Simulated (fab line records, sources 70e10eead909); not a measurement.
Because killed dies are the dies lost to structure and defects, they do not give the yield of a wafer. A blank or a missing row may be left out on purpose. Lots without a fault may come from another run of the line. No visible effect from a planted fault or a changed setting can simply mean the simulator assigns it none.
Struck lot and sound lot, side by side	flow nand_harc	15 out of 1159 route steps
Sound: wafers L805.2, L805.3, L805.5. Struck: wafers L809.2, L809.4, L809.5. At the end, the cause is stated.
For every step that has rows: the tool of each side, followed by ch and its chambers, followed by its first start. Under that, the readings that differ: sound wafers	struck wafers	difference of the means	sigmas: that difference in standard deviations of wafers without a fault.
alike: a reading whose means differ by less than 2 such deviations, as well as words and numbers matching on both sides. not compared: withheld readings; readings where some wafer has no value; bounds like >300 that might hide an equal value; numbers whose values overlap and for which the record gives no deviation.
The two part at a step that has a row with sigmas, a row that says differs or no value, or rows on one side only. Numbers that have no deviation but don't overlap get no sigmas and don't part them. A reading missing from all wafers of one side parts the sides only when that side holds two or more wafers.

NHARC_P_M1_OVL_MEAS_10: pitch 260 nm.
  sound on overlay-01 at day 7 22:02; struck on overlay-01 at day 9 05:19
  alike: overlay_x_nm, overlay_y_nm
NHARC_P_M1_INSPECT_11:
  sound on defect_inspect-01 at day 7 22:04; struck on defect_inspect-01 at day 9 05:21
  alike: raw_defect_count
NHARC_P_M1_DESCUM_14: chemistry O2, time 3 s.
  sound on rie_diel-06 ch 1,3, day 7 22:08; struck on rie_diel-06 ch 1,2, day 9 05:25
  alike: drypump_motor_current_A, oes_product_au, rf_vpp_V, showerhead_plenum_p_Torr, throttle_valve_pct
  not compared: rf_hours_counter_h
then, 2 steps without rows for these wafers: NHARC_P_M1_ETCH_35 (etches the open film in N2/H2, target depth 40 nm, overetch 12 nm, time 43.94 s); NHARC_P_M1_ETCH_15 (etches the open film in C4F8/Ar, target depth 182.5 nm, time 91.2 s).
NHARC_P_M1_CD_MEAS_16:
  sound on cd_sem-01 at day 7 22:26; struck on cd_sem-03 at day 9 05:43
reading	sound	struck	difference	sigmas
cd_nm (nm)	128.0 129.7 129.6	131.3 130.9 130.3	+1.7	+2
NHARC_P_M1_STRIP_18: strips in N2/H2.
  sound on rie_diel-01 ch 0,1, day 7 22:31; struck on rie_diel-06 ch 0,1,3, day 9 05:49
  alike: drypump_motor_current_A, h2_flow_sccm, oes_product_au, rf_vpp_V, showerhead_plenum_p_Torr, throttle_valve_pct
  not compared: rf_hours_counter_h
NHARC_P_M1_ETCH_28: etches the open film in CF4/N2, target depth 30 nm, time 72.99 s.
  sound on rie_diel-01 ch 0,1; struck on rie_diel-06 ch 0,2,3
  alike: drypump_motor_current_A, oes_product_au, rf_vpp_V, showerhead_plenum_p_Torr, throttle_valve_pct
  not compared: rf_hours_counter_h
then, 1 step without rows for these wafers: NHARC_P_M1_STRIP_19 (strips in post etch residue remover, time 600 s).
NHARC_P_M1_DEGAS_29: time 60 s.
  sound on pvd_sputter-02 at day 7 23:15; struck on pvd_sputter-01 at day 9 06:27
  alike: heater_power_w, susceptor_temp_C
then, 1 step without rows for these wafers: NHARC_P_M1_PRE_CLEAN_30 (time 30 s).
NHARC_P_M1_PVD_20: deposits TaN, target thk 5 nm, time 8.06 s.
  sound on pvd_sputter-02; struck on pvd_sputter-01
  alike: bias_v, cathode_dc_power_W, throttle_valve_pct
NHARC_P_M1_PVD_21: deposits Cu, target thk 30 nm, time 20.49 s.
  sound on pvd_sputter-02 at day 7 23:28; struck on pvd_sputter-01 at day 9 06:40
  no value came back on the struck wafers for cathode_dc_power_W (W), chamber_pressure_pa (Pa), throttle_valve_pct (%); on the sound wafers cathode_dc_power_W (W) reads 4999.4 5001.1 4999.7
then, 1 step without rows for these wafers: NHARC_P_M1_ECD_22 (material Cu, target thk 400 nm).
-- break in the record here, with 13 days between the starts of the struck wafers on either side (left off in module P_M1, picked up again in module END, where the first step shown is number 1159 on the route) --
NHARC_END_SORT_01:
  here the record holds rows for the struck wafers (prober-01 ch 0, day 22 05:15) but none for the sound ones

## WHERE THEY PART
Last at NHARC_END_SORT_01 as far as this record goes, first at NHARC_P_M1_CD_MEAS_16.

WHY: what the simulator had put in
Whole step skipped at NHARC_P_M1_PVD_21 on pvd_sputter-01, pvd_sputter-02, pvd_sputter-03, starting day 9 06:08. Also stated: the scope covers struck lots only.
